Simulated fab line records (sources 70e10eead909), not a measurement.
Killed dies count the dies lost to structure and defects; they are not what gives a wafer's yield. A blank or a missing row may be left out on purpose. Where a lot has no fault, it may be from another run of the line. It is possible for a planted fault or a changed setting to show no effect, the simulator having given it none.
What tool caused it?    flow nand-harc    44 wafers from 15 lots sampled at 4 of the route's 1159 steps

== WHAT THE GAUGES READ, wafer by wafer ==
No reading from a measuring or inspecting step in the record can be judged against a usual standard deviation.

== WHICH TOOL RAN EACH LOT (tool, then ch and the chambers of the sampled wafers, then the start) ==
lot   NHARC_P_CONTACT_ETCH_31                        NHARC_P_CONTACT_DEGAS_38      NHARC_P_CONTACT_PVD_32                   NHARC_P_CONTACT_ALD_22
L403  rie-diel-06 ch 1,2,3, day 5 17:11 or earlier   pvd-sputter-02, day 5 17:11   pvd-sputter-02, day 5 17:26 or earlier   ald-metal-03 ch 0,3, day 5 17:26
L405  rie-diel-09 ch 1,2,3, day 6 00:08 or earlier   pvd-sputter-01, day 6 00:08   pvd-sputter-01, day 6 00:22 or earlier   ald-metal-02 ch 0,1,3, day 6 00:22
L404  rie-diel-06 ch 0,2,3, day 6 00:17 or earlier   pvd-sputter-02, day 6 00:17   pvd-sputter-02, day 6 00:31 or earlier   ald-metal-01 ch 1,2,3, day 6 00:31
L406  rie-diel-06 ch 1,2, day 6 14:02 or earlier     pvd-sputter-01, day 6 14:02   pvd-sputter-01, day 6 14:16 or earlier   ald-metal-02 ch 1,2, day 6 14:16
L407  rie-diel-09 ch 2,3, day 6 21:40 or earlier     pvd-sputter-03, day 6 21:40   pvd-sputter-03, day 6 21:58 or earlier   ald-metal-02 ch 1,2,3, day 6 21:58
L408  rie-diel-08 ch 1,2,3, day 6 22:08 or earlier   pvd-sputter-03, day 6 22:08   pvd-sputter-03, day 6 22:24 or earlier   ald-metal-03 ch 1,2,3, day 6 22:24
L409  rie-diel-09 ch 0,2, day 7 08:10 or earlier     pvd-sputter-01, day 7 08:10   pvd-sputter-01, day 7 08:23 or earlier   ald-metal-01 ch 1,3, day 7 08:23
L410  rie-diel-06 ch 1,2,3, day 7 12:23 or earlier   pvd-sputter-02, day 7 12:23   pvd-sputter-02, day 7 12:39 or earlier   ald-metal-02 ch 0,1,3, day 7 12:39
L412  rie-diel-09 ch 0,1, day 7 20:41 or earlier     pvd-sputter-03, day 7 20:41   pvd-sputter-03, day 7 20:55 or earlier   ald-metal-02 ch 2,3, day 7 20:55
L411  rie-diel-06 ch 2,3, day 7 21:22 or earlier     pvd-sputter-03, day 7 21:22   pvd-sputter-03, day 7 21:38 or earlier   ald-metal-03 ch 0,1,2, day 7 21:38
L413  rie-diel-06 ch 0,1,2, day 8 13:58 or earlier   pvd-sputter-01, day 8 13:58   pvd-sputter-01, day 8 14:16 or earlier   ald-metal-01 ch 1,2,3, day 8 14:16
L415  rie-diel-06 ch 1,3, day 8 21:08 or earlier     pvd-sputter-03, day 8 21:08   pvd-sputter-03, day 8 21:25 or earlier   ald-metal-01 ch 1,2,3, day 8 21:25
L416  rie-diel-09 ch 1,3, day 9 02:27 or earlier     pvd-sputter-02, day 9 02:27   pvd-sputter-02, day 9 02:41 or earlier   ald-metal-01 ch 0,2, day 9 02:41
L420  rie-diel-06 ch 1,2, day 9 17:25 or earlier     pvd-sputter-01, day 9 17:25   pvd-sputter-01, day 9 17:43 or earlier   ald-metal-01 ch 0,1,3, day 9 17:43
L426  rie-diel-09 ch 1,2,3, day 10 23:53 or earlier  pvd-sputter-02, day 10 23:53  pvd-sputter-02, day 11 00:08 or earlier  ald-metal-02 ch 2,3, day 11 00:08
- NHARC_P_CONTACT_ETCH_31: etches the open film in CH3F/O2, target depth 30 nm, time 85.7 s.
- NHARC_P_CONTACT_DEGAS_38: time 60 s.
- NHARC_P_CONTACT_PVD_32: deposits Ti, target thk 5 nm, time 17.7 s.
- NHARC_P_CONTACT_ALD_22: deposits TiN, target thk 3 nm, pulse time 1 s, ald cycles 150.

== AS READ BY THE TOOLS THEMSELVES (means over the sampled wafers that have a number; for cases with no such wafer, the mark the record gives instead) ==
NHARC_P_CONTACT_ETCH_31. Usual: bias-w 100.05 W, standard deviation 0.29; drypump-motor-current-A 5.7 A, standard deviation 0.39; oes-product-au 0.984 a.u., standard deviation 0.011; rf-vpp-V 244.7 V, standard deviation 1.7; showerhead-plenum-p-Torr 2.49 Torr, standard deviation 0.11; throttle-valve-pct 20.662 %, standard deviation 0.0096.
lot   tool         bias-w (W)  drypump-motor-current-A (A)  oes-product-au (a.u.)  rf-vpp-V (V)  showerhead-plenum-p-Torr (Torr)  throttle-valve-pct (%)  flag
L403  rie-diel-06  100.32      6.2                          0.979                  243.5         2.45                             20.653                  
L405  rie-diel-09  99.92       5.6                          0.985                  244.1         2.47                             20.666                  
L404  rie-diel-06  100.29      6.0                          0.973                  244.8         2.50                             20.668                  
L406  rie-diel-06  99.98       6.1                          0.983                  245.1         2.54                             20.665                  
L407  rie-diel-09  100.26      5.6                          0.999                  243.4         2.43                             20.664                  
L408  rie-diel-08  99.97       5.7                          0.964                  244.7         2.46                             20.654                  
L409  rie-diel-09  100.23      5.6                          0.991                  246.5         2.59                             20.668                  
L410  rie-diel-06  100.33      6.1                          0.995                  243.3         2.45                             20.667                  
L412  rie-diel-09  99.84       5.5                          0.977                  244.8         2.51                             20.660                  
L411  rie-diel-06  100.26      6.3                          0.981                  245.0         2.48                             20.660                  
L413  rie-diel-06  100.20      5.7                          0.985                  245.8         2.55                             20.659                  
L415  rie-diel-06  99.78       5.9                          0.980                  243.1         2.41                             20.661                  
L416  rie-diel-09  100.40      5.5                          0.992                  242.7         2.39                             20.670                  
L420  rie-diel-06  100.18      5.8                          0.987                  243.9         2.50                             20.681                  
L426  rie-diel-09  99.95       5.6                          0.986                  245.0         2.46                             20.664                  

NHARC_P_CONTACT_DEGAS_38. Usual: heater-power-w at 449 W, with a standard deviation of 37.
lot   tool            heater-power-w (W)  flag
L403  pvd-sputter-02  493                 
L405  pvd-sputter-01  450                 
L404  pvd-sputter-02  454                 
L406  pvd-sputter-01  452                 
L407  pvd-sputter-03  438                 
L408  pvd-sputter-03  437                 
L409  pvd-sputter-01  463                 
L410  pvd-sputter-02  480                 
L412  pvd-sputter-03  441                 
L411  pvd-sputter-03  445                 
L413  pvd-sputter-01  457                 
L415  pvd-sputter-03  431                 
L416  pvd-sputter-02  503                 
L420  pvd-sputter-01  465                 
L426  pvd-sputter-02  461                 

NHARC_P_CONTACT_PVD_32. Usual: throttle-valve-pct at 30.0 %, with a standard deviation of 0.76.
lot   tool            throttle-valve-pct (%)  flag
L403  pvd-sputter-02  30.1                    
L405  pvd-sputter-01  30.2                    
L404  pvd-sputter-02  29.9                    
L406  pvd-sputter-01  30.3                    
L407  pvd-sputter-03  29.3                    
L408  pvd-sputter-03  29.3                    
L409  pvd-sputter-01  30.5                    
L410  pvd-sputter-02  29.9                    
L412  pvd-sputter-03  29.2                    
L411  pvd-sputter-03  29.3                    
L413  pvd-sputter-01  29.9                    
L415  pvd-sputter-03  28.9                    
L416  pvd-sputter-02  30.3                    
L420  pvd-sputter-01  30.3                    
L426  pvd-sputter-02  30.4                    

NHARC_P_CONTACT_ALD_22. Usual: heater-power-w 1094 W, standard deviation 89; precursor-pulse-height-rel 0.999, standard deviation 0.02.
lot   tool          heater-power-w (W)  precursor-pulse-height-rel  flag
L403  ald-metal-03  1108                0.991                       
L405  ald-metal-02  1041                0.999                       
L404  ald-metal-01  1154                0.989                       
L406  ald-metal-02  948                 1.001                       
L407  ald-metal-02  1014                1.003                       
L408  ald-metal-03  1069                0.984                       
L409  ald-metal-01  1173                0.980                       
L410  ald-metal-02  1036                1.024                       
L412  ald-metal-02  1095                1.011                       
L411  ald-metal-03  1147                0.987                       
L413  ald-metal-01  1156                0.998                       
L415  ald-metal-01  1152                1.003                       
L416  ald-metal-01  1084                1.010                       
L420  ald-metal-01  1150                0.984                       
L426  ald-metal-02  1054                1.014                       

== THE ANSWER, worked out from the rows above alone ==
Rule: a lot is off if the mean of its wafers that have a number lies more than 3 standard deviations from the usual mean. Also off: a lot with no number at a reading for which 4 or more lots have one. Where the step has rows for the other lots, those lots are counted as sound. First the gauges in route order, then the tools' own readings, where a lot's mean is used as printed above. The first step at which some lot is off is used, and at that step the reading that is off furthest; a lot without a number counts as furthest.
Across all readings shown, no lot is off: no conclusion can be drawn from this.

== WHAT THE SIMULATOR HAD INSERTED ==
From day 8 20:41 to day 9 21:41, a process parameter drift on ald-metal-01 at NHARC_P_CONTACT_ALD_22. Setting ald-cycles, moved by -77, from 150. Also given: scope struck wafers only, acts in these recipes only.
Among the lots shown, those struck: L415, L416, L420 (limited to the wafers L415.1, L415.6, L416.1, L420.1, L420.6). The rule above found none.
